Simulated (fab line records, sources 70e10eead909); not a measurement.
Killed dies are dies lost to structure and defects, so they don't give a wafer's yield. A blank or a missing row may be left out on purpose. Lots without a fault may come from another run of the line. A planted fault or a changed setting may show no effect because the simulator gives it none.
Which tool did it? | flow nand_harc | 6 lots, 18 wafers sampled, at 3 steps of a route of 1302

WHAT THE GAUGES READ, wafer by wafer
NHARC_P_ZERO_WELL_CD_MEAS_52: target cd 2000 nm.
lot  | measured    | on        | cd_nm (nm)
L174 | day 2 11:29 | cd_sem-03 | 2004.4 2003.4 2003.7
L176 | day 3 07:49 | cd_sem-03 | 2003.8 1999.5 2002.7
L181 | day 5 09:58 | cd_sem-03 | 2003.2 2002.3 2004.5
L183 | day 6 05:49 | cd_sem-01 | 2002.9 1999.9 2001.4
L186 | day 7 12:54 | cd_sem-03 | 2001.7 1998.1 1996.5
L191 | day 9 13:54 | cd_sem-02 | 2003.1 2005.1 2008.8

WHICH TOOL RAN EACH LOT (tool, then ch and the chambers of the sampled wafers, then the start)
lot  | NHARC_P_ZERO_WELL_DESCUM_13       | NHARC_P_ZERO_WELL_IMPLANT_27
L174 | rie_diel-03 ch 0,1,3, day 2 07:17 | implanter-02 ch 0, day 2 08:39
L176 | rie_diel-03 ch 0,2,3, day 3 03:25 | implanter-02 ch 0, day 3 04:53
L181 | rie_diel-01 ch 0,1,3, day 5 05:17 | implanter-02 ch 0, day 5 06:59
L183 | rie_diel-01 ch 0,1,3, day 6 01:25 | implanter-02 ch 0, day 6 02:57
L186 | rie_diel-01 ch 0,2, day 7 07:30   | implanter-01 ch 0, day 7 09:19
L191 | rie_diel-13 ch 0,3, day 9 09:16   | implanter-02 ch 0, day 9 10:46
- NHARC_P_ZERO_WELL_DESCUM_13: chemistry O2, time 3 s.
- NHARC_P_ZERO_WELL_IMPLANT_27

THE ANSWER, worked out from the rows above alone
Rule: what is usual is taken from the lots themselves. Put in order of their means at a reading, lots are off if they are a third of the lots or fewer, leave a main group of 4 or more, and stand apart from it by a gap of 3 or more times the standard deviation of the main group's means; of several such gaps the widest counts. A main group whose means are all the same, to the digits that the tables above print for the reading, isn't used. A lot without any number at a reading at which 4 lots or more have one is off too. The other lots that the step has rows for count as sound.
No lot is off at any reading shown: from this, nothing can be told.

WHAT THE SIMULATOR HAD PUT IN
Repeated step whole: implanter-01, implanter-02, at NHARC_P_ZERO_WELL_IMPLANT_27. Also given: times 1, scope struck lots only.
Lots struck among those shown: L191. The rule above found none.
